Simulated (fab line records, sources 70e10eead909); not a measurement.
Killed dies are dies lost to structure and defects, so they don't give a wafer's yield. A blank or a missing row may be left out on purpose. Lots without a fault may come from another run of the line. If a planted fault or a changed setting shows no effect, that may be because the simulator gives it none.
fab line records | flow nandHarc
record: lots: 5 | wafers: 15 | lastDay: 33
route steps=1302 shown A_STAIRCASE@796 END@1302
lots untouched by any fault: they come from a run of this same line in which no faults occurred
startH: the number of hours between the record's first day and the start of the first shown wafer of the lot | waitH: time in hours since the lot's previous step | " as in the row above | L1.1+2: one row covering several wafers at once | - no value, or no start was given | * or withheld: withheld | < > ~ a bound
route shown NAME@n: a module of which the file shows steps, and the number in the route of the first | usual: the fault-free wafers' mean and standard deviation | same: alike in all rows | chamber/n: place in a boat | sites: the reading at each site | _std_site: their standard deviation | _edge_site: mean of outer sites minus mean of inner sites | radiusMm: for every site, how far away it sits from the centre of the wafer | mask NAME#n: copy n | behind: tool/chamber where the wafer was last shaped | hold: the reason the lot was held/the length of the hold in hours/how it ended | device: whichever transistor did not switch (one of n, p or np) | end of line: the route-end tests of the same wafers | a step given without rows: its recipe and nothing more | killed: dies that structure and defects cost at the first sort, which is not the same as the wafer's yield | map: a wafer's dies, x killed, . not, _ none there
set.NAME: the setting as run; set.NAME@STEP: as run at that earlier step | model.NAME: the simulator's own value behind a step, which no gauge read
lots at selected steps of the route; one table per step, one row per wafer
services: a tool's chamber out of use, with start hour (startH, from the record's first day; less than 0 if before it), hours out, and reason
== steps ==
step: NHARC_A_STAIRCASE_DEP_280
recipe: targetThkA: 300 | targetThkNm: 30 | tempC: 400 | pressureTorr: 3.5 | flowSccm: 200 | rfW: 350 | material: SiON
step: NHARC_A_STAIRCASE_DEHYDRATE_281
recipe: tempC: 150 | timeS: 120
step: NHARC_A_STAIRCASE_HMDS_282
recipe: timeS: 30
step: NHARC_A_STAIRCASE_COAT_283
recipe: spinRpm: 1200
step: NHARC_A_STAIRCASE_SOFTBAKE_284
recipe: tempC: 135 | timeS: 170
step: NHARC_A_STAIRCASE_EBR_285
step: NHARC_A_STAIRCASE_EXPOSE_286
recipe: na: 0.5 | doseMj: 25.01 | maskId: CHOP_100
step: NHARC_A_STAIRCASE_PEB_287
recipe: pebTempC: 115 | pebTimeS: 130
step: NHARC_A_STAIRCASE_DEVELOP_288
recipe: timeS: 140
step: NHARC_A_STAIRCASE_HARDBAKE_290
recipe: tempC: 120 | timeS: 140
step: NHARC_A_STAIRCASE_DESCUM_291
recipe: timeS: 3 | o2FlowSccm: 200 | arFlowSccm: 0 | biasPowerW: 0 | chemistry: O2
usual: drypumpMotorCurrentA: 5.6/0.37 | oesProductAu: 0.997/0.0089 | rfVppV: 57.6/0.8 | showerheadPlenumPTorr: 1.90/0.073 | throttleValvePct: 11.312/0.008
lot.wafer | tool       | chamber | startH | waitH | drypumpMotorCurrentA | oesProductAu | rfHoursCounterH | rfVppV | showerheadPlenumPTorr | throttleValvePct
L343.3    | rieDiel-11 | 3       | 375.84 | -     | 5.1                  | 0.994        | 40              | 56.3   | 1.83                  | 11.313
L343.1    | "          | 0       | "      | "     | 6.1                  | 0.983        | 36              | 57.6   | 1.77                  | 11.314
L343.6    | "          | 3       | "      | "     | 5.1                  | 0.994        | -               | 56.4   | 1.83                  | 11.318
L344.2    | rieDiel-03 | 1       | 406.94 | -     | 5.1                  | 1.003        | 47              | 57.0   | 1.82                  | 11.319
L344.3    | "          | 3       | "      | "     | 5.9                  | 0.978        | 37              | 56.9   | 1.80                  | 11.323
L344.6    | "          | 0       | "      | "     | 5.9                  | 1.011        | -               | 57.9   | 1.84                  | 11.312
L358.2    | rieDiel-13 | 2       | 542.59 | -     | 5.1                  | 1.011        | 4               | 59.2   | 1.96                  | 11.312
L358.4    | "          | 3       | "      | "     | 5.5                  | 0.992        | 3               | 58.2   | 1.92                  | 11.324
L358.6    | "          | 0       | "      | "     | 5.3                  | 1.007        | -               | 57.1   | 1.92                  | 11.305
L362.1    | rieDiel-11 | 3       | 585.71 | -     | 5.2                  | 0.993        | 49              | 57.9   | 1.81                  | 11.318
L362.6    | "          | 2       | "      | "     | 6.1                  | 1.005        | -               | 57.5   | 1.86                  | 11.310
L362.5    | "          | 3       | "      | "     | 5.2                  | 0.996        | -               | 57.9   | 1.81                  | 11.324
L364.2    | rieDiel-13 | 3       | 600.01 | -     | 5.5                  | 0.988        | 18              | 59.2   | 1.91                  | 11.322
L364.3    | "          | 0       | "      | "     | 5.3                  | 0.986        | 19              | 58.2   | 1.91                  | 11.327
L364.1    | "          | 2       | "      | "     | 5.1                  | 1.009        | 19              | 57.6   | 1.95                  | 11.318
step: NHARC_A_STAIRCASE_ETCH_292
recipe: cf4FlowSccm: 100 | chf3FlowSccm: 30 | arFlowSccm: 0 | rfW: 500 | biasW: 200 | chemistry: CF4/CHF3
usual: drypumpMotorCurrentA: 5.6/0.37 | oesProductAu: 0.937/0.023 | rfVppV: 370.1/2.3 | showerheadPlenumPTorr: 1.56/0.061 | throttleValvePct: 16.802/0.009
lot.wafer | tool       | chamber | startH | waitH | drypumpMotorCurrentA | oesProductAu | rfHoursCounterH | rfVppV | showerheadPlenumPTorr | throttleValvePct
L343.3    | rieDiel-11 | 3       | 375.95 | 0.1   | 5.1                  | 0.925        | 40              | 368.5  | 1.51                  | 16.799
L343.1    | "          | 0       | "      | "     | 6.1                  | 0.912        | 36              | 367.3  | 1.46                  | 16.813
L343.6    | "          | 0       | "      | "     | 6.1                  | 0.904        | -               | 366.8  | 1.46                  | 16.800
L344.2    | rieDiel-03 | 1       | 407.01 | 0.1   | 5.1                  | 0.924        | 47              | 368.8  | 1.50                  | 16.802
L344.3    | "          | 2       | "      | "     | 5.8                  | 0.916        | 46              | 371.3  | 1.61                  | 16.820
L344.6    | "          | 2       | "      | "     | 5.8                  | 0.912        | -               | 369.5  | 1.61                  | 16.814
L358.4    | rieDiel-13 | 2       | 542.67 | 0.1   | 5.1                  | 0.928        | 4               | 372.9  | 1.61                  | 16.820
L358.2    | "          | 3       | "      | "     | 5.5                  | 0.967        | 3               | 371.2  | 1.58                  | 16.799
L358.6    | "          | 1       | "      | "     | 5.9                  | 0.952        | -               | 367.7  | 1.53                  | 16.791
L362.1    | rieDiel-11 | 0       | 585.81 | 0.1   | 6.2                  | 0.922        | 50              | 374.9  | 1.69                  | 16.810
L362.6    | "          | 2       | "      | "     | 6.1                  | 0.920        | -               | 370.3  | 1.53                  | 16.795
L362.5    | "          | 3       | "      | "     | 5.1                  | 0.911        | -               | 367.0  | 1.49                  | 16.790
L364.3    | rieDiel-13 | 1       | 600.09 | 0.1   | 5.9                  | 0.970        | 21              | 369.0  | 1.52                  | 16.802
L364.2    | "          | 2       | "      | "     | 5.1                  | 0.986        | 19              | 369.7  | 1.60                  | 16.807
L364.1    | "          | 0       | "      | "     | 5.3                  | 0.956        | 19              | 371.4  | 1.57                  | 16.813
step: NHARC_A_STAIRCASE_HM_OPEN_460
recipe: o2FlowSccm: 400 | cosFlowSccm: 20 | arFlowSccm: 0 | rfW: 500 | biasW: 300 | chemistry: O2/COS
step: NHARC_A_STAIRCASE_STRIP_461
recipe: o2FlowSccm: 400 | cosFlowSccm: 20 | arFlowSccm: 0 | biasW: 0 | chemistry: O2/COS
step: NHARC_A_STAIRCASE_ETCH_452
recipe: targetDepthA: 300 | overetchA: 30 | timeS: 16.5 | ionEnergyEv: 100 | cf4FlowSccm: 80 | o2FlowSccm: 20 | arFlowSccm: 0 | rfW: 300 | biasW: 100 | chemistry: CF4/O2
step: NHARC_A_STAIRCASE_ETCH_294
recipe: targetDepthA: 49890 | timeS: 1211.6 | ionEnergyEv: 800 | c4f8FlowSccm: 80 | o2FlowSccm: 60 | arFlowSccm: withheld | rfW: 600 | biasW: 3000 | chemistry: C4F8/O2/Ar
usual: oesProductAu: 0.933/0.0094 | rfVppV: 1824/9.2
lot.wafer | tool       | chamber | startH | waitH | oesProductAu | rfHoursCounterH | rfVppV
L343.3    | rieDiel-11 | 0       | -      | -     | 0.906        | 37              | 1807
L343.1    | "          | 2       | "      | "     | 0.927        | 44              | 1824
L343.6    | "          | 2       | "      | "     | 0.921        | -               | 1823
L344.2    | rieDiel-03 | 2       | -      | -     | 0.933        | 47              | 1832
L344.3    | "          | 0       | "      | "     | 0.939        | 42              | 1817
L344.6    | "          | 1       | "      | "     | 0.929        | -               | 1816
L358.4    | rieDiel-13 | 1       | -      | -     | 0.941        | 3               | 1819
L358.2    | "          | 2       | "      | "     | 0.952        | 4               | 1832
L358.6    | "          | 0       | "      | "     | 0.932        | -               | 1828
L362.1    | rieDiel-11 | 0       | -      | -     | 0.928        | 51              | 1846
L362.6    | "          | 0       | "      | "     | 0.925        | -               | 1845
L362.5    | "          | 1       | "      | "     | 0.936        | -               | 1839
L364.1    | rieDiel-13 | 3       | -      | -     | 0.929        | 18              | 1828
L364.2    | "          | 0       | "      | "     | 0.946        | 19              | 1826
L364.3    | "          | 2       | "      | "     | 0.951        | 19              | 1832
step: NHARC_A_STAIRCASE_STRIP_295
recipe: o2FlowSccm: 500 | arFlowSccm: 0 | biasW: 0 | chemistry: O2
step: NHARC_A_STAIRCASE_STRIP_296
recipe: timeS: 900 | tempC: 130 | chemistry: SPM
step: NHARC_A_STAIRCASE_PRECLEAN_297
recipe: timeS: * | tempC: 50 | bathAgeMin: 0 | chemistry: SC1
step: NHARC_A_STAIRCASE_SRD_298
step: NHARC_A_STAIRCASE_HM_DEP_462
recipe: targetThkA: 8000 | tempC: 400 | material: aC
usual: throttleValvePct: 35.001/0.0084
lot.wafer | tool      | chamber | startH | waitH | throttleValvePct
L343.1    | aclDep-02 | 0       | 381.14 | 2.3   | 35.011
L343.3    | "         | 0       | "      | "     | 35.006
L343.6    | "         | 0       | "      | "     | 34.992
L344.2    | aclDep-02 | 0       | 410.61 | 1.5   | 35.000
L344.3    | "         | 0       | "      | "     | 35.017
L344.6    | "         | 0       | "      | "     | 35.001
L358.2    | aclDep-03 | 0       | 545.17 | 0.4   | 34.997
L358.4    | "         | 0       | "      | "     | 35.000
L358.6    | "         | 0       | "      | "     | 34.993
L362.1    | aclDep-02 | 0       | 589.22 | 0.6   | 35.005
L362.5    | "         | 0       | 590.46 | 1.8   | 35.007
L362.6    | "         | 0       | "      | "     | 34.996
L364.1    | aclDep-01 | 0       | 603.94 | 1.7   | 34.985
L364.2    | "         | 0       | "      | "     | 35.018
L364.3    | "         | 0       | "      | "     | 35.008
step: NHARC_A_STAIRCASE_DEP_301
recipe: targetThkA: 300 | targetThkNm: 30 | tempC: 400 | pressureTorr: 3.5 | flowSccm: 200 | rfW: 350 | material: SiON
usual: heaterPowerW: 745/90
lot.wafer | tool     | chamber | startH | waitH | heaterPowerW
L343.1    | pecvd-01 | 0       | 383.02 | 1.6   | 676
L343.3    | "        | 2       | "      | "     | 753
L343.6    | "        | 0       | "      | "     | 709
L344.2    | pecvd-03 | 0       | 412.16 | 1.2   | 800
L344.3    | "        | 1       | "      | "     | 894
L344.6    | "        | 1       | "      | "     | 903
L358.2    | pecvd-03 | 0       | 546.76 | 1.3   | 758
L358.6    | "        | 2       | "      | "     | 635
L358.4    | "        | 1       | "      | "     | 934
L362.1    | pecvd-03 | 0       | 591.15 | 1.6   | 681
L362.5    | "        | 1       | "      | "     | 906
L362.6    | "        | 2       | "      | "     | 662
L364.3    | pecvd-03 | 0       | 605.79 | 0.9   | 660
L364.2    | "        | 1       | "      | "     | 782
L364.1    | "        | 2       | "      | "     | 679
step: NHARC_A_STAIRCASE_DEHYDRATE_302
recipe: tempC: 150 | timeS: 120
step: NHARC_A_STAIRCASE_HMDS_303
recipe: timeS: 30
step: NHARC_A_STAIRCASE_COAT_304
recipe: spinRpm: 1200
step: NHARC_A_STAIRCASE_SOFTBAKE_305
recipe: tempC: 135 | timeS: 170
step: NHARC_A_STAIRCASE_EBR_306
step: NHARC_A_STAIRCASE_EXPOSE_307
recipe: na: 0.5 | doseMj: 45.72 | maskId: CHOP_50
step: NHARC_A_STAIRCASE_PEB_308
recipe: pebTempC: 115 | pebTimeS: 130
step: NHARC_A_STAIRCASE_DEVELOP_309
recipe: timeS: 140
step: NHARC_A_STAIRCASE_HARDBAKE_311
recipe: tempC: 120 | timeS: 140
step: NHARC_A_STAIRCASE_DESCUM_312
recipe: timeS: 3 | o2FlowSccm: 200 | arFlowSccm: 0 | biasPowerW: 0 | chemistry: O2
step: NHARC_A_STAIRCASE_ETCH_313
recipe: cf4FlowSccm: 100 | chf3FlowSccm: 30 | arFlowSccm: 0 | rfW: 500 | biasW: 200 | chemistry: CF4/CHF3
step: NHARC_A_STAIRCASE_HM_OPEN_463
recipe: o2FlowSccm: 400 | cosFlowSccm: 20 | arFlowSccm: 0 | rfW: 500 | biasW: 300 | chemistry: O2/COS
usual: drypumpMotorCurrentA: 5.6/0.37 | oesProductAu: 0.998/0.011 | rfVppV: 466.6/2.6 | showerheadPlenumPTorr: 3.09/0.12 | throttleValvePct: 28.331/0.01
lot.wafer | tool       | chamber | startH | waitH | drypumpMotorCurrentA | oesProductAu | rfHoursCounterH | rfVppV | showerheadPlenumPTorr | throttleValvePct
L343.1    | rieDiel-03 | 1       | -      | -     | 5.1                  | 0.997        | 36              | 464.2  | 2.99                  | 28.308
L343.3    | "          | 0       | "      | "     | 5.9                  | 1.011        | 33              | 464.2  | 3.01                  | 28.333
L343.6    | "          | 1       | "      | "     | 5.1                  | 0.999        | -               | 463.9  | 2.99                  | 28.307
L344.2    | rieDiel-03 | 2       | -      | -     | 5.9                  | 0.995        | 49              | 467.5  | 3.18                  | 28.336
L344.3    | "          | 3       | "      | "     | 5.9                  | 0.998        | 40              | 464.6  | 2.95                  | 28.318
L344.6    | "          | 1       | "      | "     | 5.1                  | 1.003        | -               | 465.0  | 2.98                  | 28.333
L358.4    | rieDiel-03 | 0       | -      | -     | 5.9                  | 0.999        | 30              | 464.4  | 2.99                  | 28.347
L358.2    | "          | 2       | "      | "     | 5.9                  | 0.998        | 25              | 466.2  | 3.16                  | 28.338
L358.6    | "          | 0       | "      | "     | 5.9                  | 0.995        | -               | 465.1  | 2.99                  | 28.330
L362.1    | rieDiel-03 | 2       | -      | -     | 5.9                  | 0.979        | 41              | 468.3  | 3.15                  | 28.351
L362.6    | "          | 2       | "      | "     | 5.9                  | 0.990        | -               | 467.5  | 3.15                  | 28.326
L362.5    | "          | 3       | "      | "     | 5.9                  | 1.005        | -               | 463.4  | 2.92                  | 28.335
L364.3    | rieDiel-13 | 1       | -      | -     | 5.9                  | 0.989        | 21              | 464.4  | 3.02                  | 28.327
L364.2    | "          | 2       | "      | "     | 5.2                  | 0.996        | 20              | 468.9  | 3.18                  | 28.327
L364.1    | "          | 0       | "      | "     | 5.3                  | 0.997        | 20              | 468.4  | 3.12                  | 28.332
step: NHARC_A_STAIRCASE_STRIP_464
recipe: o2FlowSccm: 400 | cosFlowSccm: 20 | arFlowSccm: 0 | biasW: 0 | chemistry: O2/COS
step: NHARC_A_STAIRCASE_ETCH_453
recipe: targetDepthA: 300 | overetchA: 30 | timeS: 16.5 | ionEnergyEv: 100 | cf4FlowSccm: 80 | o2FlowSccm: 20 | arFlowSccm: 0 | rfW: 300 | biasW: 100 | chemistry: CF4/O2
step: NHARC_A_STAIRCASE_ETCH_315
recipe: targetDepthA: 25000 | timeS: 607.1 | ionEnergyEv: 800 | c4f8FlowSccm: 80 | o2FlowSccm: 60 | arFlowSccm: withheld | rfW: 600 | biasW: 3000 | chemistry: C4F8/O2/Ar
step: NHARC_A_STAIRCASE_STRIP_316
recipe: o2FlowSccm: 500 | arFlowSccm: 0 | biasW: 0 | chemistry: O2
step: NHARC_A_STAIRCASE_STRIP_317
recipe: timeS: 900 | tempC: 130 | chemistry: SPM
step: NHARC_END_SORT_01
recipe: tempC: 25
usual: killedAtArray: 56/18 | killedAtOther: 1.4/1.5 | killedAtPeriphery: 4/3.1 | killedDies: 61/19 | killedOpen: 3.5/1.8 | killedShort: 2.4/1.4
same: grossDies: 677
lot.wafer | tool      | chamber | startH | waitH | killedAtArray | killedAtOther | killedAtPeriphery | killedDies | killedOpen | killedShort
L343.1    | prober-01 | 0       | 561.35 | 2.5   | 18            | 0             | 4                 | 22         | 4          | 3
L343.3    | prober-01 | 0       | 562.95 | 3.1   | 27            | 1             | 0                 | 28         | 2          | 2
L343.6    | prober-01 | 0       | 565.35 | 4.0   | 21            | 0             | 4                 | 25         | 2          | 2
L344.2    | prober-01 | 0       | 593.74 | 2.8   | 54            | 2             | 2                 | 58         | 4          | 2
L344.3    | prober-01 | 0       | 594.53 | 3.1   | 52            | 2             | 5                 | 59         | 5          | 2
L344.6    | prober-01 | 0       | 596.91 | 4.0   | 57            | 3             | 4                 | 64         | 3          | 2
L358.2    | prober-01 | 0       | 722.57 | 2.8   | 49            | 0             | 6                 | 55         | 4          | 3
L358.4    | prober-01 | 0       | 724.17 | 3.4   | 574           | 1             | 5                 | 580        | 2          | 2
L358.6    | prober-01 | 0       | 725.77 | 4.0   | 62            | 1             | 3                 | 66         | 6          | 7
killed by level:class
L343.1 A_STAIRCASE:chamberFilmFlake=6 P_ZERO_WELL:chamberFilmFlake=3 A_CHANNEL_HOLE_D2:chamberFilmFlake=3 A_CHANNEL_HOLE_D1:chamberFilmFlake=2 P_CONTACT:geometricParticle:open=1 A_ONON_D1:geometricParticle:short=1 A_CHANNEL_FILL_D1:geometricParticle:short=1 A_CHANNEL_HOLE_D2:geometricParticle:open=1
L343.3 A_CHANNEL_HOLE_D2:chamberFilmFlake=8 A_CHANNEL_HOLE_D1:chamberFilmFlake=5 A_STAIRCASE:chamberFilmFlake=3 A_WL_FILL:chamberFilmFlake=3 A_DECK1_JOINT:geometricParticle:open=2 A_CONTACT:chamberFilmFlake=2 A_CHANNEL_FILL_D1:geometricParticle:short=1 A_CHANNEL_HOLE_D2:geometricParticle:short=1
L343.6 A_STAIRCASE:chamberFilmFlake=7 A_CHANNEL_HOLE_D2:chamberFilmFlake=4 P_M0:chamberFilmFlake=3 A_CHANNEL_HOLE_D1:chamberFilmFlake=3 A_WL_FILL:chamberFilmFlake=2 A_ONON_D2:geometricParticle:open=1 A_CHANNEL_HOLE_D2:geometricParticle:open=1 A_SGD_CUT:geometricParticle:short=1
L344.2 A_CHANNEL_HOLE_D2:chamberFilmFlake=35 A_SGD_CUT:chamberFilmFlake=4 A_CHANNEL_HOLE_D1:chamberFilmFlake=3 A_DECK1_JOINT:chamberFilmFlake=3 A_WL_FILL:geometricParticle:short=2 A_M0:geometricParticle:open=2 THIN_TSV:chamberFilmFlake=2 A_DECK1_JOINT:geometricParticle:open=1
L344.3 A_CHANNEL_HOLE_D2:chamberFilmFlake=35 A_CONTACT:chamberFilmFlake=3 P_M2:chamberFilmFlake=3 A_STAIRCASE:chamberFilmFlake=3 THIN_TSV:chamberFilmFlake=2 P_CONTACT:geometricParticle:open=1 P_M0:geometricParticle:open=1 A_ONON_D1:geometricParticle:open=1
L344.6 A_CHANNEL_HOLE_D2:chamberFilmFlake=39 A_CONTACT:chamberFilmFlake=4 P_M2:chamberFilmFlake=3 THIN_TSV:chamberFilmFlake=3 A_CHANNEL_HOLE_D1:chamberFilmFlake=2 A_CHANNEL_FILL_D2:chamberFilmFlake=2 A_BONDPAD:chamberFilmFlake=2 P_M0:geometricParticle:open=1
L358.2 A_SLIT:chamberFilmFlake=22 A_CHANNEL_HOLE_D2:chamberFilmFlake=10 A_BLC:chamberFilmFlake=4 A_CHANNEL_HOLE_D1:chamberFilmFlake=3 P_GATE:chamberFilmFlake=2 A_WL_FILL:chamberFilmFlake=2 A_CONTACT:chamberFilmFlake=2 P_STI:geometricParticle:open=1
L358.4 A_STAIRCASE:areaEtch=514 A_CHANNEL_HOLE_D2:chamberFilmFlake=22 A_SLIT:chamberFilmFlake=19 A_CHANNEL_HOLE_D1:chamberFilmFlake=9 P_GATE:chamberFilmFlake=5 A_SGD_CUT:chamberFilmFlake=4 A_CHANNEL_FILL_D1:geometricParticle:short=1 A_CHANNEL_FILL_D1:geometricParticle:open=1
L358.6 A_SLIT:chamberFilmFlake=24 A_CHANNEL_HOLE_D2:chamberFilmFlake=11 A_CHANNEL_HOLE_D1:chamberFilmFlake=9 A_CHANNEL_FILL_D2:geometricParticle:short=2 A_M0:geometricParticle:open=2 A_STAIRCASE:chamberFilmFlake=2 A_CONTACT:chamberFilmFlake=2 P_M2:geometricParticle:short=1
map L358.4 (x killed, . not)
____________x____________
_________xxx.xxx_________
_______xxxxxxx.xx._______
______xxxxxxxxxxxx.______
_____xxxxxxxxxxxxxxx_____
____xxxxxxxxxxxxxx.xx____
____xxxxxxx.xxxx.xxxx____
___xxxxx.xxxxxxx.x.xx.___
___xxxxxxxxxx.x.xx.xxx___
__xxxxxxxxx.xxxxxxxx..x__
__xxxxxxx...xxxxxxxxxxx__
_xxxxxxxxxxxxxxxxxx.xxxx_
_xxxxxxxxxxxx.xxxxxxxxxx_
_xxxxxxxxxxx.x.xxxx.x.x._
_xxxxxxxxx.xx.xx..xxx.xx_
_xxxxxxxxxxxxx....x.x.x._
xxxxxxxxx..xx.xxx..x.xxxx
xxxxxx.xxxxxxx.xxxxxxx.xx
xx.xxxxxxxxxx.xx.xxx.xxxx
xx.xxxxxxx.xx.xxxxx.xx.xx
xxxxxxxxx.x.xxx.xxxx.xxx.
_xxxxxxxxxx.xxxx..xx.xxx_
_xx.xxxxx.xxx...xxxx..x._
_xxxxxxx.xxxx.xxxxxx.xxx_
_xxxxxxxxxxxxxxxxxxxxxxx_
_xxxxxxxxxxxxxxx..x.xxxx_
__xxxxxxxx.xx.xx.xxxxxx__
__xxxxxxxxxxxxxx.x.xxxx__
___xxxxxxxxxx.xxxxx.xx___
___xxxxx.xxxxxxx.x..xx___
____xxxxxxxxxxxx.xxxx____
____xxxxxxxxxxx.xxx.x____
_____xxxxxxxxxxxx.xx_____
______xxxxxxxxxxxx.______
_______xxxxxxxxxx._______
_________xxxxxxx_________
____________x____________
map L364.1 (x killed, . not)
____________.____________
_________......._________
_______..........._______
______...........x.______
_____..............._____
____....x.x....xxx...____
____.......x..xxxxxx.____
___...........xxxxxxx.___
___...........xxxxxx..___
__...x........xxxxxx...__
__............x.xxx.x.x__
_........x......xxxx...._
_...............xx.x.x.._
_..x.............xx..x.._
_......................._
_....................x.._
.........................
............x...x........
.........................
...................x....x
.........................
_.................x....._
_..................x...._
_......................._
_......................._
_.x...xx............x..._
__.....................__
__......xx.............__
___...................___
___......x.....x......___
____.......x...x....x____
____........xxx......____
_____....xxx.x..x..._____
______...x....x....______
_______.x........._______
_________..x...._________
____________.____________
== services ==
tool       | chamber | startH | hours | kind
rieDiel-13 | 0       | 352.85 | -     | clean
rieDiel-13 | 3       | 356.68 | 15.5  | repair
pecvd-03   | -       | 366.09 | 13.0  | pm
aclDep-01  | -       | 371.06 | 13.0  | pm
rieDiel-13 | 2       | 374.87 | 1.9   | repair
rieDiel-11 | -       | 382.15 | 0.2   | repair
rieDiel-03 | 3       | 387.53 | 3.3   | repair
rieDiel-13 | 2       | 423.78 | 9.2   | repair
rieDiel-11 | 1       | 423.84 | 6.5   | repair
aclDep-02  | -       | 424.45 | 13.0  | pm
rieDiel-11 | -       | 434.04 | 9.0   | pm
rieDiel-13 | 0       | 448.17 | 6.2   | repair
rieDiel-03 | -       | 458.39 | 9.0   | pm
rieDiel-13 | 3       | 475.75 | 22.2  | repair
aclDep-03  | -       | 479.40 | 13.0  | pm
rieDiel-03 | 0       | 481.35 | 3.6   | repair
pecvd-03   | -       | 486.13 | 2.0   | repair
pecvd-01   | -       | 492.35 | 13.0  | pm
rieDiel-13 | -       | 520.91 | 9.0   | pm
pecvd-01   | 0       | 530.25 | 177.2 | repair
rieDiel-13 | -       | 530.61 | 0.6   | repair
pecvd-03   | -       | 547.09 | 13.0  | pm
aclDep-01  | -       | 552.27 | 13.0  | pm
aclDep-02  | -       | 605.45 | 13.0  | pm
== key ==
firstSign: step: NHARC_END_SORT_01 | reading: killedAtArray | direction: up | sigmas: 28 | usual: 56 | struck: 574
effect: step: NHARC_END_SORT_01 | reading: killedDies | direction: up | sigmas: 27 | usual: 61 | struck: 580
moreKillsBornAt: NHARC_A_STAIRCASE_ETCH_292@rieDiel-13: 514
metAt NHARC_A_STAIRCASE_ETCH_292
struckWafers L358.4
laterRowsLeftOut L358.4
testerLeftOut L358
fault: kind: processParameterDrift | tool: rieDiel-13 | chamber: - | onsetH: 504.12 | steps: NHARC_A_STAIRCASE_ETCH_292 | channel: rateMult | offset: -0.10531 | shape: step | endH: 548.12 | scope: struckWafersOnly
testerLeftOut: of these lots the tester's yield and bins aren't shown, on N5 and GAA mostly nor the transistor test; their killed dies are dies lost to structure and defects alone, not to doping, threshold or leakage, so they don't give the yield
laterRowsLeftOut: the simulator's readings of these wafers behind a module that went badly wrong aren't trusted and aren't shown, but for the sort
